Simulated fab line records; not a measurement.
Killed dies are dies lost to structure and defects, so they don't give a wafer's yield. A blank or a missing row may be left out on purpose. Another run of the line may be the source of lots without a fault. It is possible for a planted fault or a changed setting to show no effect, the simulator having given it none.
Which tool was responsible? + flow n5 finfet + 24 wafers from 8 lots sampled at 7 of the route's 1938 steps

WHAT THE GAUGES READ, wafer by wafer
N5_BEOL_M0_SAQP_INSPECT_42: inspects for defects (brightfield).
| lot  | measured     | on                | raw defect count |
|------|--------------|-------------------|------------------|
| L248 | day 6 07:48  | defect inspect-01 | 311 234 286      |
| L249 | day 6 10:26  | defect inspect-02 | 312 290 357      |
| L250 | day 6 16:14  | defect inspect-02 | 288 213 258      |
| L251 | day 6 20:28  | defect inspect-02 | 223 186 181      |
| L255 | day 7 21:28  | defect inspect-02 | 485 310 315      |
| L259 | day 8 22:14  | defect inspect-01 | 1300 1448 1485   |
| L261 | day 9 08:32  | defect inspect-02 | 1670 1665 1702   |
| L269 | day 11 11:34 | defect inspect-01 | 302 214 276      |

N5_BEOL_M0_CUTY_INSPECT_59: inspects for defects (macro).
| lot  | measured     | on                | raw defect count |
|------|--------------|-------------------|------------------|
| L248 | day 6 09:11  | defect inspect-02 | 1 2 2            |
| L249 | day 6 12:14  | defect inspect-01 | 4 2 2            |
| L250 | day 6 17:38  | defect inspect-02 | 4 0 4            |
| L251 | day 6 21:43  | defect inspect-02 | 1 1 0            |
| L255 | day 7 22:56  | defect inspect-02 | 2 2 1            |
| L259 | day 8 23:30  | defect inspect-01 | >300 >300 >300   |
| L261 | day 9 09:55  | defect inspect-01 | >300 >300 >300   |
| L269 | day 11 12:58 | defect inspect-02 | 6 2 0            |

N5_BEOL_M4_RC_MEAS_101.
| lot  | measured     | on        | DIBL_N (mV/V)  | DIBL_P (mV/V)  | IOFF_N (nA/um) | IOFF_P (nA/um) | ION_N (uA/um) | ION_P (uA/um) | SS_N (mV/dec)  | SS_P (mV/dec)  | VT_N (mV)   | VT_P (mV)      |
|------|--------------|-----------|----------------|----------------|----------------|----------------|---------------|---------------|----------------|----------------|-------------|----------------|
| L248 | day 8 05:27  | prober-02 | 37.2 35.7 38.3 | 37.2 36.2 38.0 | 0.15 0.14 0.17 | 0.21 0.21 0.24 | 653 671 683   | 451 465 471   | 72.2 71.2 72.2 | 73.9 73.9 73.5 | 252 247 249 | -254 -248 -252 |
| L249 | day 8 08:48  | prober-02 | 37.4 36.6 35.1 | 36.5 35.8 33.8 | 0.15 0.14 0.12 | 0.24 0.22 0.19 | 659 675 660   | 462 468 459   | 71.5 71.6 71.0 | 73.7 72.6 72.4 | 254 251 260 | -248 -247 -251 |
| L250 | day 8 21:10  | prober-01 | 34.2 38.3 37.9 | 32.2 36.5 36.1 | 0.10 0.18 0.16 | 0.16 0.22 0.21 | 654 671 673   | 450 461 459   | 70.8 71.7 72.9 | 72.2 73.6 73.3 | 257 250 251 | -253 -249 -251 |
| L251 | day 8 23:53  | prober-01 | 35.6 34.0 37.5 | 35.5 33.0 38.0 | 0.15 0.11 0.18 | 0.20 0.17 0.24 | 684 660 686   | 469 462 470   | 71.3 70.4 71.9 | 73.0 72.5 73.6 | 249 253 245 | -251 -252 -247 |
| L255 | day 9 21:56  | prober-01 | 35.5 36.9 35.2 | 37.7 39.4 37.0 | 0.17 0.21 0.16 | 0.23 0.26 0.21 | 672 680 663   | 464 467 460   | 71.2 71.8 72.0 | 73.7 74.4 73.6 | 247 240 249 | -251 -249 -250 |
| L259 | day 11 02:02 | prober-02 | 37.9 35.9 38.4 | 37.2 35.2 38.3 | 0.17 0.13 0.20 | 0.22 0.20 0.25 | 676 666 698   | 457 456 477   | 72.0 71.5 72.0 | 73.1 72.8 73.8 | 249 252 246 | -250 -249 -245 |
| L261 | day 11 07:52 | prober-02 | 37.6 35.9 37.7 | 36.5 35.0 35.6 | 0.17 0.15 0.17 | 0.23 0.20 0.21 | 677 673 662   | 465 459 452   | 71.9 71.4 72.7 | 72.9 73.3 73.9 | 248 249 248 | -250 -251 -250 |
| L269 | day 13 20:07 | prober-01 | 35.2 35.2 35.2 | 34.2 34.8 34.8 | 0.14 0.14 0.14 | 0.21 0.22 0.22 | 664 677 667   | 461 471 464   | 71.9 72.0 71.6 | 72.5 72.5 72.4 | 250 251 250 | -246 -248 -246 |

EACH LOT AND THE TOOL THAT RAN IT (in order: tool; ch and the chambers of the sampled wafers; start)
| lot  | N5_BEOL_M0_SAQP_MANDREL_ETCH_103 | N5_BEOL_M0_SAQP_STRIP_108          | N5_BEOL_M0_SAQP_RECESS_109         | N5_BEOL_M0_SAQP_STRIP_75           |
|------|----------------------------------|------------------------------------|------------------------------------|------------------------------------|
| L248 | rie si-04 ch 0,1,3, day 6 05:38  | rie diel-01 ch 0,1,2, day 6 06:18  | vapor etch-01 ch 0,1, day 6 06:31  | rie diel-02 ch 1,2,3, day 6 08:45  |
| L249 | rie si-02 ch 0,1,3, day 6 08:26  | rie diel-02 ch 0,2, day 6 09:04    | vapor etch-01 ch 1, day 6 09:07    | rie diel-06 ch 1,3, day 6 11:47    |
| L250 | rie si-03 ch 0,2, day 6 14:16    | rie diel-06 ch 1,3, day 6 14:53    | vapor etch-01 ch 0, day 6 14:57    | rie diel-01 ch 0,2,3, day 6 17:11  |
| L251 | rie si-02 ch 1,3, day 6 18:13    | rie diel-01 ch 1,3, day 6 18:50    | vapor etch-01 ch 0,1, day 6 19:10  | rie diel-06 ch 0,1, day 6 21:24    |
| L255 | rie si-02 ch 1,2, day 7 19:16    | rie diel-06 ch 0,1,2, day 7 19:54  | vapor etch-01 ch 0,1, day 7 19:58  | rie diel-06 ch 0,1, day 7 22:29    |
| L259 | rie si-02 ch 0,1,2, day 8 20:16  | rie diel-06 ch 1,2,3, day 8 20:53  | vapor etch-01 ch 0,1, day 8 20:57  | rie diel-06 ch 1,2, day 8 23:11    |
| L261 | rie si-03 ch 0,1,2, day 9 06:22  | rie diel-06 ch 0,1,3, day 9 06:59  | vapor etch-01 ch 0,1, day 9 07:03  | rie diel-02 ch 0,2,3, day 9 09:28  |
| L269 | rie si-03 ch 0,2,3, day 11 09:36 | rie diel-06 ch 1,2,3, day 11 10:14 | vapor etch-02 ch 0,1, day 11 10:17 | rie diel-01 ch 0,1,3, day 11 12:31 |
- N5_BEOL_M0_SAQP_MANDREL_ETCH_103: etches a-Si in HBr/Cl2, stops on SiCN, target depth 45 nm, bt time 10 s, time 27 s.
- N5_BEOL_M0_SAQP_STRIP_108: strips in N2/H2.
- N5_BEOL_M0_SAQP_RECESS_109: chemistry HF/NH3, target SiO2, target depth 3 nm, afs cycles 1, sublimation time 60 s.
- N5_BEOL_M0_SAQP_STRIP_75: strips in CF4.

AS READ BY THE TOOLS THEMSELVES (means over the sampled wafers that have a number; for cases with no such wafer, the mark the record gives instead)
N5_BEOL_M0_SAQP_MANDREL_ETCH_103.
| lot  | tool      | drypump motor current A (A) | oes product au (a.u.) | rf fwd power W (W) | throttle valve pct (%) |
|------|-----------|-----------------------------|-----------------------|--------------------|------------------------|
| L248 | rie si-04 | 5.5                         | 0.684                 | 795                | 35.19                  |
| L249 | rie si-02 | 5.6                         | 0.693                 | 794                | 35.47                  |
| L250 | rie si-03 | 5.6                         | 0.669                 | 793                | 35.55                  |
| L251 | rie si-02 | 6.0                         | 0.681                 | 794                | 35.54                  |
| L255 | rie si-02 | 5.7                         | 0.686                 | 792                | 35.41                  |
| L259 | rie si-02 | 5.6                         | 0.687                 | 793                | 35.43                  |
| L261 | rie si-03 | 5.8                         | 0.679                 | 796                | 35.55                  |
| L269 | rie si-03 | 5.9                         | 0.672                 | 796                | 35.51                  |

N5_BEOL_M0_SAQP_STRIP_108.
| lot  | tool        | drypump motor current A (A) | n2 flow sccm (sccm) | oes product au (a.u.) | rf fwd power W (W) | rf vpp V (V) | showerhead plenum p Torr (Torr) | temp c (C) | throttle valve pct (%) |
|------|-------------|-----------------------------|---------------------|-----------------------|--------------------|--------------|---------------------------------|------------|------------------------|
| L248 | rie diel-01 | 5.54                        | 299.6               | 0.72                  | 493.9              | 122.1        | 3.37                            | 40.11      | 18.9                   |
| L249 | rie diel-02 | 5.60                        | 299.1               | 0.80                  | 492.4              | 121.4        | 3.43                            | 39.95      | 18.5                   |
| L250 | rie diel-06 | 5.68                        | 300.2               | 0.82                  | 491.6              | 122.0        | 3.47                            | 40.04      | 18.5                   |
| L251 | rie diel-01 | 5.28                        | 300.5               | 0.82                  | 489.5              | 122.9        | 3.42                            | 39.98      | 18.7                   |
| L255 | rie diel-06 | 5.52                        | 299.9               | 0.71                  | 487.4              | 121.0        | 3.38                            | 39.95      | 19.1                   |
| L259 | rie diel-06 | 5.53                        | 299.0               | 0.76                  | 491.3              | 122.3        | 3.45                            | 40.07      | 18.9                   |
| L261 | rie diel-06 | 5.67                        | 299.7               | 0.74                  | 490.4              | 122.3        | 3.39                            | 40.09      | 18.8                   |
| L269 | rie diel-06 | 5.55                        | 300.1               | 0.74                  | 489.5              | 122.3        | 3.44                            | 39.94      | 18.9                   |

N5_BEOL_M0_SAQP_RECESS_109.
| lot  | tool          | drypump motor current A (A) | temp c (C) |
|------|---------------|-----------------------------|------------|
| L248 | vapor etch-01 | 5.9                         | 30.03      |
| L249 | vapor etch-01 | 5.9                         | 30.19      |
| L250 | vapor etch-01 | 6.0                         | 30.13      |
| L251 | vapor etch-01 | 6.0                         | 29.94      |
| L255 | vapor etch-01 | 6.0                         | 29.94      |
| L259 | vapor etch-01 | 6.0                         | 30.05      |
| L261 | vapor etch-01 | 5.9                         | 29.96      |
| L269 | vapor etch-02 | 5.2                         | 29.98      |

N5_BEOL_M0_SAQP_STRIP_75.
| lot  | tool        | drypump motor current A (A) | oes product au (a.u.) | rf fwd power W (W) | rf vpp V (V) | showerhead plenum p Torr (Torr) | throttle valve pct (%) |
|------|-------------|-----------------------------|-----------------------|--------------------|--------------|---------------------------------|------------------------|
| L248 | rie diel-02 | 5.62                        | 0.191                 | 293.6              | 270.6        | 1.76                            | 13.38                  |
| L249 | rie diel-06 | 5.69                        | 0.190                 | 295.3              | 272.8        | 1.85                            | 13.32                  |
| L250 | rie diel-01 | 5.45                        | 0.181                 | 293.6              | 270.9        | 1.80                            | 13.76                  |
| L251 | rie diel-06 | 5.44                        | 0.159                 | 292.3              | 271.3        | 1.79                            | 13.80                  |
| L255 | rie diel-06 | 5.61                        | 0.162                 | 291.9              | 270.7        | 1.79                            | 13.86                  |
| L259 | rie diel-06 | 5.40                        | 0.165                 | 292.2              | 272.2        | 1.83                            | 13.59                  |
| L261 | rie diel-02 | 5.41                        | 0.177                 | 293.5              | 271.4        | 1.78                            | 13.50                  |
| L269 | rie diel-01 | 5.34                        | 0.189                 | 294.0              | 271.1        | 1.78                            | 13.49                  |

THE ANSWER, worked out from the rows above alone
Rule: usual is defined by the lots themselves. Put in order of their means at a reading, lots are off if they are a third of the lots or fewer, leave a main group of 4 or more, and stand apart from it by a gap of 3 or more times the standard deviation of the main group's means; of several such gaps the widest counts. If all means in a main group match to the digits the tables above print for the reading, that group is not used. Also off: a lot with no number at a reading for which 4 or more lots have one. The other lots that the step has rows for count as sound. Order of review: gauges by route order, followed by the tools' own readings, for which a lot's mean as printed above is used. The first step at which some lot is off is used, and at that step the reading that is off furthest; a lot without a number counts as furthest.
Off at N5_BEOL_M0_SAQP_INSPECT_42 (raw defect count): L259, L261. For the main group the mean is 280 and the standard deviation 54.
If a tool, at a process step before that reading, ran all the lots that are off and no sound lot after the first of them, it fits. The gauges at N5_BEOL_M0_SAQP_INSPECT_42 are tried like those tools. One fits: N5_BEOL_M0_SAQP_RECESS_109 on vapor etch-01. Its last sound lot is L255 (day 7 19:58), its first lot that is off L259 (day 8 20:57): a fault that began between those two fits.

WHAT THE SIMULATOR PUT IN
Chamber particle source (vapor etch-01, N5_BEOL_M0_SAQP_RECESS_109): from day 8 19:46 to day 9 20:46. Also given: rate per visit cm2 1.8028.
Struck lots among those shown: L259, L261. The rule above found the same.
